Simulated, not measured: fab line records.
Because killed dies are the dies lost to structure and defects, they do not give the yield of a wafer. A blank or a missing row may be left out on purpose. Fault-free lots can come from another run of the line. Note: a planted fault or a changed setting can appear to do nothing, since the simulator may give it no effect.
Which of the tools did it? | flow n5_finfet | Sampling: 24 lots, 72 wafers, 2 of 1938 route steps

## WHAT THE GAUGES READ, wafer by wafer
N5_BEOL_M13_CD_MEAS_17: the cd target is 190 nm. Usual: cd_nm at 189.8 nm, with a standard deviation of 1.7.
lot  | measured     | on        | cd_nm (nm)        | flag
L075 | day 11 22:20 | cd_sem-01 | 188.7 188.8 192.2 |
L074 | day 12 01:52 | cd_sem-02 | 188.1 190.0 188.4 |
L076 | day 12 17:14 | cd_sem-03 | 192.2 192.1 193.4 |
L077 | day 12 17:34 | cd_sem-02 | 192.6 191.2 192.0 |
L078 | day 12 21:06 | cd_sem-01 | 189.6 190.7 189.2 |
L079 | day 12 22:05 | cd_sem-01 | 188.7 191.2 189.8 |
L080 | day 13 06:46 | cd_sem-01 | 190.1 192.0 188.1 |
L083 | day 13 06:53 | cd_sem-02 | 190.1 189.7 190.1 |
L081 | day 14 02:23 | cd_sem-02 | 187.9 191.4 189.5 |
L084 | day 14 13:38 | cd_sem-01 | 190.0 188.8 189.9 |
L082 | day 14 15:22 | cd_sem-03 | 189.1 189.1 190.1 |
L088 | day 14 16:02 | cd_sem-03 | 188.2 187.7 190.6 |
L085 | day 14 23:02 | cd_sem-02 | 192.1 190.0 188.1 |
L086 | day 15 07:14 | cd_sem-03 | 190.1 191.2 188.6 |
L087 | day 15 07:46 | cd_sem-03 | 191.5 190.4 189.3 |
L089 | day 15 17:01 | cd_sem-01 | 191.9 191.0 192.2 |
L092 | day 15 21:41 | cd_sem-01 | 191.0 189.0 191.3 |
L090 | day 16 01:16 | cd_sem-02 | 190.3 191.1 189.8 |
L091 | day 16 05:08 | cd_sem-03 | 191.3 190.8 189.1 |
L093 | day 16 10:44 | cd_sem-03 | 187.5 187.9 189.0 |
L094 | day 16 14:08 | cd_sem-02 | 188.5 187.2 189.2 |
L095 | day 16 20:05 | cd_sem-03 | 188.1 187.5 187.8 |
L096 | day 17 18:08 | cd_sem-03 | 187.7 187.7 190.1 |
L097 | day 17 23:26 | cd_sem-03 | 187.3 186.9 185.9 |

## WHAT TOOL EACH LOT RAN ON (gives the tool, then ch and the chambers of the sampled wafers, and finally the start)
lot  | N5_BEOL_M13_STRIP_63
L075 | plasma_asher-01 ch 0,1, day 11 22:08
L074 | plasma_asher-02 ch 0,1, day 12 01:40
L076 | plasma_asher-01 ch 0,1, day 12 17:02
L077 | plasma_asher-02 ch 0,1, day 12 17:19
L078 | plasma_asher-02 ch 0,1, day 12 20:52
L079 | plasma_asher-01 ch 0,1, day 12 21:52
L080 | plasma_asher-02 ch 0,1, day 13 06:34
L083 | plasma_asher-02 ch 0,1, day 13 06:42
L081 | plasma_asher-02 ch 0,1, day 14 02:10
L084 | plasma_asher-02 ch 0,1, day 14 13:23
L082 | plasma_asher-02 ch 0,1, day 14 15:07
L088 | plasma_asher-02 ch 0,1, day 14 15:49
L085 | plasma_asher-02 ch 0,1, day 14 22:47
L086 | plasma_asher-01 ch 0,1, day 15 07:02
L087 | plasma_asher-01 ch 0,1, day 15 07:34
L089 | plasma_asher-01 ch 0,1, day 15 16:49
L092 | plasma_asher-02 ch 1, day 15 21:28
L090 | plasma_asher-01 ch 0,1, day 16 01:04
L091 | plasma_asher-02 ch 0,1, day 16 04:56
L093 | plasma_asher-02 ch 0,1, day 16 10:32
L094 | plasma_asher-02 ch 0,1, day 16 13:55
L095 | plasma_asher-01 ch 0,1, day 16 19:54
L096 | plasma_asher-02 ch 0,1, day 17 17:56
L097 | plasma_asher-02 ch 0,1, day 17 23:14
- N5_BEOL_M13_STRIP_63: strips in N2/H2.

## WHAT THE TOOLS THEMSELVES READ (means of the sampled wafers that have a number; where no wafer has one, the mark that the record gives instead)
N5_BEOL_M13_STRIP_63. Usual: drypump_motor_current_A 6.10 A, standard deviation 0.24; heater_power_w 356 W, standard deviation 27; oes_product_au 0.674 a.u., standard deviation 0.0054; strip_time_to_endpoint_s 27.5 s, standard deviation 1.1.
lot  | tool            | drypump_motor_current_A (A) | heater_power_w (W) | oes_product_au (a.u.) | strip_time_to_endpoint_s (s) | flag
L075 | plasma_asher-01 | 5.78                        | 375                | 0.671                 | 26.6                         |
L074 | plasma_asher-02 | 6.31                        | 352                | 0.669                 | 26.7                         |
L076 | plasma_asher-01 | 5.79                        | 372                | 0.672                 | 27.4                         |
L077 | plasma_asher-02 | 6.21                        | 337                | 0.665                 | 28.3                         |
L078 | plasma_asher-02 | 6.29                        | 359                | 0.674                 | 27.7                         |
L079 | plasma_asher-01 | 5.80                        | 371                | 0.673                 | 27.1                         |
L080 | plasma_asher-02 | 6.20                        | 339                | 0.672                 | 27.9                         |
L083 | plasma_asher-02 | 6.20                        | 338                | 0.678                 | 28.2                         |
L081 | plasma_asher-02 | 6.20                        | 340                | 0.676                 | 27.6                         |
L084 | plasma_asher-02 | 6.19                        | 333                | 0.674                 | 28.3                         |
L082 | plasma_asher-02 | 6.20                        | 334                | 0.673                 | 27.4                         |
L088 | plasma_asher-02 | 6.29                        | 360                | 0.673                 | 28.1                         |
L085 | plasma_asher-02 | 6.30                        | 359                | 0.675                 | 27.6                         |
L086 | plasma_asher-01 | 5.76                        | 377                | 0.670                 | 27.4                         |
L087 | plasma_asher-01 | 5.78                        | 373                | 0.672                 | 28.1                         |
L089 | plasma_asher-01 | 5.83                        | 372                | 0.675                 | 28.1                         |
L092 | plasma_asher-02 | 6.10                        | 318                | 0.672                 | 27.2                         |
L090 | plasma_asher-01 | 5.83                        | 376                | 0.680                 | 27.6                         |
L091 | plasma_asher-02 | 6.20                        | 341                | 0.673                 | 26.9                         |
L093 | plasma_asher-02 | 6.19                        | 335                | 0.670                 | 27.7                         |
L094 | plasma_asher-02 | 6.20                        | 337                | 0.679                 | 27.7                         |
L095 | plasma_asher-01 | 5.81                        | 376                | 0.671                 | 27.1                         |
L096 | plasma_asher-02 | 6.20                        | 337                | 0.680                 | 27.2                         |
L097 | plasma_asher-02 | 6.20                        | 338                | 0.676                 | 27.9                         |

## THE ANSWER, worked out from the rows above alone
Rule: take the mean of a lot's wafers that have a number; if it is more than 3 standard deviations from the usual mean, the lot is off. Also off: a lot with no number at a reading for which 4 or more lots have one. All remaining lots with rows at the step are treated as sound. The gauges are gone through in route order, then the tools' own readings, and for those a lot's mean is taken as printed above. The first step at which some lot is off is used, and at that step the reading that is off furthest; a lot without a number counts as furthest.
Nothing can be told from this: no lot is off at any reading shown.

## WHAT THE SIMULATOR HAD PUT IN
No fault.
